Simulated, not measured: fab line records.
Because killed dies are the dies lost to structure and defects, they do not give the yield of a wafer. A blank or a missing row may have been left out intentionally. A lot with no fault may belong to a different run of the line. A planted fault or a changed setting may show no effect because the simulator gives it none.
Split-lot experiment || flow n5 finfet || 39 wafers read across 7 lots, on a route 1938 steps long

== SPLIT DETAILS ==
At N5_BEOL_M7_ILD_DEP_00 (deposits SiCOH lowk from DEMS/porogen, target thk 179.75 nm, time 33.4 s), the setting time s was moved away from the recipe's 33.4 s on 15 of the 39 wafers read, by -41.6% to +43.4%. This setting was run at the recipe's value on the other wafers.

== FROM THE SPLIT TO THE READING: what the file shows between them, 1 step ==
- N5_BEOL_M7_CURE_74: cures SiCOH lowk, time 240 s

== THE READING ==
Values of M7_ILD_THK in nm from N5_BEOL_M7_THK_MEAS_01. Fault-free wafers of this fab line usually give 155.2 nm, standard deviation 2.2 nm.

{"wafer": "L077.1", "tool, chamber at the split": "pecvd-02, 2", "time s as run, s": 47.88, "against the recipe": "+43.4%", "M7_ILD_THK, nm": 219.5, "against lot-mates on the recipe": "+61.4"}
{"wafer": "L077.2", "tool, chamber at the split": "pecvd-02, 1", "time s as run, s": 47.88, "against the recipe": "+43.4%", "M7_ILD_THK, nm": 219.3, "against lot-mates on the recipe": "+61.2"}
{"wafer": "L077.3", "tool, chamber at the split": "pecvd-02, 0", "time s as run, s": 33.4, "against the recipe": "recipe", "M7_ILD_THK, nm": 157.5, "against lot-mates on the recipe": "-"}
{"wafer": "L077.4", "tool, chamber at the split": "pecvd-02, 1", "time s as run, s": 33.4, "against the recipe": "recipe", "M7_ILD_THK, nm": 157.1, "against lot-mates on the recipe": "-"}
{"wafer": "L077.5", "tool, chamber at the split": "pecvd-02, 2", "time s as run, s": 47.88, "against the recipe": "+43.4%", "M7_ILD_THK, nm": 225.3, "against lot-mates on the recipe": "+67.2"}
{"wafer": "L077.6", "tool, chamber at the split": "pecvd-02, 0", "time s as run, s": 33.4, "against the recipe": "recipe", "M7_ILD_THK, nm": 159.6, "against lot-mates on the recipe": "-"}
{"wafer": "L079.1", "tool, chamber at the split": "pecvd-02, 0", "time s as run, s": 45.04, "against the recipe": "+34.9%", "M7_ILD_THK, nm": 209.5, "against lot-mates on the recipe": "+52.9"}
{"wafer": "L079.2", "tool, chamber at the split": "pecvd-02, 1", "time s as run, s": 45.04, "against the recipe": "+34.9%", "M7_ILD_THK, nm": 203.9, "against lot-mates on the recipe": "+47.3"}
{"wafer": "L079.3", "tool, chamber at the split": "pecvd-02, 2", "time s as run, s": 33.4, "against the recipe": "recipe", "M7_ILD_THK, nm": 156.0, "against lot-mates on the recipe": "-"}
{"wafer": "L079.4", "tool, chamber at the split": "pecvd-02, 1", "time s as run, s": 33.4, "against the recipe": "recipe", "M7_ILD_THK, nm": 156.4, "against lot-mates on the recipe": "-"}
{"wafer": "L079.5", "tool, chamber at the split": "pecvd-02, 0", "time s as run, s": 45.04, "against the recipe": "+34.9%", "M7_ILD_THK, nm": 211.5, "against lot-mates on the recipe": "+54.9"}
{"wafer": "L079.6", "tool, chamber at the split": "pecvd-02, 2", "time s as run, s": 33.4, "against the recipe": "recipe", "M7_ILD_THK, nm": 157.4, "against lot-mates on the recipe": "-"}
{"wafer": "L081.1", "tool, chamber at the split": "pecvd-01, 1", "time s as run, s": 33.4, "against the recipe": "recipe", "M7_ILD_THK, nm": 150.9, "against lot-mates on the recipe": "-"}
{"wafer": "L081.2", "tool, chamber at the split": "pecvd-01, 2", "time s as run, s": 33.4, "against the recipe": "recipe", "M7_ILD_THK, nm": 150.8, "against lot-mates on the recipe": "-"}
{"wafer": "L081.3", "tool, chamber at the split": "pecvd-01, 0", "time s as run, s": 20.41, "against the recipe": "-38.9%", "M7_ILD_THK, nm": 92.1, "against lot-mates on the recipe": -60.0}
{"wafer": "L081.4", "tool, chamber at the split": "pecvd-01, 2", "time s as run, s": 33.4, "against the recipe": "recipe", "M7_ILD_THK, nm": 154.5, "against lot-mates on the recipe": "-"}
{"wafer": "L081.5", "tool, chamber at the split": "pecvd-01, 1", "time s as run, s": 20.41, "against the recipe": "-38.9%", "M7_ILD_THK, nm": 95.7, "against lot-mates on the recipe": -56.4}
{"wafer": "L081.6", "tool, chamber at the split": "pecvd-01, 0", "time s as run, s": 20.41, "against the recipe": "-38.9%", "M7_ILD_THK, nm": 94.4, "against lot-mates on the recipe": -57.7}
{"wafer": "L083.1", "tool, chamber at the split": "pecvd-01, 2", "time s as run, s": 33.4, "against the recipe": "recipe", "M7_ILD_THK, nm": 152.9, "against lot-mates on the recipe": "-"}
{"wafer": "L083.2", "tool, chamber at the split": "pecvd-01, 0", "time s as run, s": 39.03, "against the recipe": "+16.9%", "M7_ILD_THK, nm": 178.5, "against lot-mates on the recipe": "+22.9"}
{"wafer": "L083.3", "tool, chamber at the split": "pecvd-01, 1", "time s as run, s": 39.03, "against the recipe": "+16.9%", "M7_ILD_THK, nm": 179.9, "against lot-mates on the recipe": "+24.3"}
{"wafer": "L083.4", "tool, chamber at the split": "pecvd-01, 0,1", "time s as run, s": 33.4, "against the recipe": "recipe", "M7_ILD_THK, nm": 157.1, "against lot-mates on the recipe": "-"}
{"wafer": "L083.5", "tool, chamber at the split": "pecvd-01, 0,1", "time s as run, s": 33.4, "against the recipe": "recipe", "M7_ILD_THK, nm": 156.8, "against lot-mates on the recipe": "-"}
{"wafer": "L083.6", "tool, chamber at the split": "pecvd-01, 2", "time s as run, s": 39.03, "against the recipe": "+16.9%", "M7_ILD_THK, nm": 183.2, "against lot-mates on the recipe": "+27.6"}
{"wafer": "L085.1", "tool, chamber at the split": "pecvd-03, 1", "time s as run, s": 19.51, "against the recipe": "-41.6%", "M7_ILD_THK, nm": 90.3, "against lot-mates on the recipe": -64.2}
{"wafer": "L085.2", "tool, chamber at the split": "pecvd-03, 2", "time s as run, s": 33.4, "against the recipe": "recipe", "M7_ILD_THK, nm": 151.4, "against lot-mates on the recipe": "-"}
{"wafer": "L085.3", "tool, chamber at the split": "pecvd-03, 0", "time s as run, s": 19.51, "against the recipe": "-41.6%", "M7_ILD_THK, nm": 92.3, "against lot-mates on the recipe": -62.2}
{"wafer": "L085.4", "tool, chamber at the split": "pecvd-03, 2", "time s as run, s": 33.4, "against the recipe": "recipe", "M7_ILD_THK, nm": 155.5, "against lot-mates on the recipe": "-"}
{"wafer": "L085.5", "tool, chamber at the split": "pecvd-03, 1", "time s as run, s": 19.51, "against the recipe": "-41.6%", "M7_ILD_THK, nm": 91.5, "against lot-mates on the recipe": -63.0}
{"wafer": "L085.6", "tool, chamber at the split": "pecvd-03, 0", "time s as run, s": 33.4, "against the recipe": "recipe", "M7_ILD_THK, nm": 156.5, "against lot-mates on the recipe": "-"}
{"wafer": "L088.1", "tool, chamber at the split": "pecvd-02, 1", "time s as run, s": 33.4, "against the recipe": "recipe", "M7_ILD_THK, nm": 151.8, "against lot-mates on the recipe": "-"}
{"wafer": "L088.2", "tool, chamber at the split": "pecvd-02, 0", "time s as run, s": 33.4, "against the recipe": "recipe", "M7_ILD_THK, nm": 154.5, "against lot-mates on the recipe": "-"}
{"wafer": "L088.3", "tool, chamber at the split": "pecvd-02, 2", "time s as run, s": 33.4, "against the recipe": "recipe", "M7_ILD_THK, nm": 155.9, "against lot-mates on the recipe": "-"}
{"wafer": "L088.4", "tool, chamber at the split": "pecvd-02, 0", "time s as run, s": 33.4, "against the recipe": "recipe", "M7_ILD_THK, nm": 157.9, "against lot-mates on the recipe": "-"}
{"wafer": "L088.5", "tool, chamber at the split": "pecvd-02, 1", "time s as run, s": 33.4, "against the recipe": "recipe", "M7_ILD_THK, nm": 153.2, "against lot-mates on the recipe": "-"}
{"wafer": "L088.6", "tool, chamber at the split": "pecvd-02, 2", "time s as run, s": 33.4, "against the recipe": "recipe", "M7_ILD_THK, nm": 156.6, "against lot-mates on the recipe": "-"}
{"wafer": "L091.3", "tool, chamber at the split": "pecvd-02, 2", "time s as run, s": 33.4, "against the recipe": "recipe", "M7_ILD_THK, nm": 156.1, "against lot-mates on the recipe": "-"}
{"wafer": "L091.4", "tool, chamber at the split": "pecvd-02, 0", "time s as run, s": 33.4, "against the recipe": "recipe", "M7_ILD_THK, nm": 156.8, "against lot-mates on the recipe": "-"}
{"wafer": "L091.5", "tool, chamber at the split": "pecvd-02, 1", "time s as run, s": 33.4, "against the recipe": "recipe", "M7_ILD_THK, nm": 152.0, "against lot-mates on the recipe": "-"}
The file does not say which wafer passed through which chamber wherever a row lists several chambers: such a row stands for several wafers.

FIT RESULTS
A straight line over all 39 wafers: M7_ILD_THK changes by +1.54 nm for each +1% of time s; r = +1.00; the points scatter about the line by 2.4 nm.
The same after taking each lot's own level away (the mean of its wafers on the recipe; 39 wafers): +1.49 nm for each +1%; r = +1.00; scatter 2.1 nm.
The reading moves by 64 nm for the largest change in time s, on that fit.
The lots' own levels span 152.07 to 158.07 nm, that is 2.7 times the standard deviation above.
The two slopes are in agreement: the lot-to-lot level therefore moves the slope only a little.
Check: +64.7 nm against its lot-mates is what the line predicts for one of the wafers moved furthest among these (+43.4%) when that wafer is left out of the fit. It came out at +61.4 nm against them.

== THE WHOLE CHAIN: every reading that the file lists as answering this split, in the file's order ==
{"step": "N5_BEOL_M7_ILD_DEP_00", "what it does": "deposits SiCOH lowk from DEMS/porogen, target thk 179.75 nm, time 33.4 s", "reading": "SiCOH_lowk_of_BEOL_M7_ILD_DEP_00.thk nm (the simulator's own value, which no gauge read)", "change (the file's fit)": "+1.71 nm for each +1% of the setting", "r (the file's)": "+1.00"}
{"step": "N5_BEOL_M7_CURE_74", "what it does": "cures SiCOH lowk, time 240 s", "reading": "SiCOH_lowk_of_BEOL_M7_ILD_DEP_00.thk nm (the simulator's own value, which no gauge read)", "change (the file's fit)": "+1.49 nm for each +1% of the setting", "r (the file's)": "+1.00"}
{"step": "N5_BEOL_M7_THK_MEAS_01", "what it does": "", "reading": "M7_ILD_THK", "change (the file's fit)": "+1.49 for each +1% of the setting", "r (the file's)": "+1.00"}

== THE FILE'S OWN FIT ==
M7_ILD_THK changes by +1.49 nm for each +1% of time s, r = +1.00.
